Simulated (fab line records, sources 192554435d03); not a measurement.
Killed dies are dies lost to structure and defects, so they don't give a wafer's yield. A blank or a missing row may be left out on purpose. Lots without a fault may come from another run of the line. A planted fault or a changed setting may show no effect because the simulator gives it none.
Chamber matching | flow n5_finfet | N5_MOL_CONTACT_COAG_ETCH_65 on rie_diel-01: 4 sister chambers
The step etches underlayer in N2/H2, target depth 13 nm, time 10.4 s. 8 wafers are shown with their chamber, then 7 later ones without.

WAFERS WITH THEIR CHAMBER
wafer  | chamber | showerhead_plenum_p_Torr (Torr) | throttle_valve_pct (%)
L074.4 | 3       | 2.53                            | 18.24
L075.4 | 1       | 2.50                            | 18.17
L078.2 | 3       | 2.53                            | 18.27
L078.3 | 2       | 2.47                            | 17.48
L079.4 | 1       | 2.50                            | 18.18
L079.5 | 0       | 2.69                            | 17.77
L089.1 | 0       | 2.68                            | 17.82
L089.3 | 2       | 2.46                            | 17.52

WAFERS WITHOUT THEIR CHAMBER
wafer  | showerhead_plenum_p_Torr (Torr) | throttle_valve_pct (%)
L089.6 | 2.52                            | 18.31
L091.3 | 2.46                            | 17.52
L091.4 | 2.46                            | 17.54
L091.6 | 2.68                            | 17.83
L094.2 | 2.67                            | 17.84
L094.4 | 2.49                            | 18.21
L094.5 | 2.46                            | 17.54

WHICH CHAMBER EACH WENT THROUGH
wafer  | from the rows above | in truth
L089.6 | 3                   | 3
L091.3 | 2                   | 2
L091.4 | 2                   | 2
L091.6 | 0                   | 0
L094.2 | 0                   | 0
L094.4 | 1                   | 1
L094.5 | 2                   | 2
Placed correctly: 7 of 7. Can't be placed from these rows: 0. Placed wrongly: 0.
How it was worked out, from the rows above alone: a wafer's distance from a chamber is the root of the sum, over the readings, of the square of ((its reading less the chamber's mean) divided by the reading's scatter). The wafer belongs to the nearest chamber; if the next one is less than 2 further off, it can't be placed. A chamber's mean is the mean of its shown wafers. The scatter: the root of (the sum of the squares of (reading less its chamber's mean) over the shown wafers, divided by (wafers less chambers)).
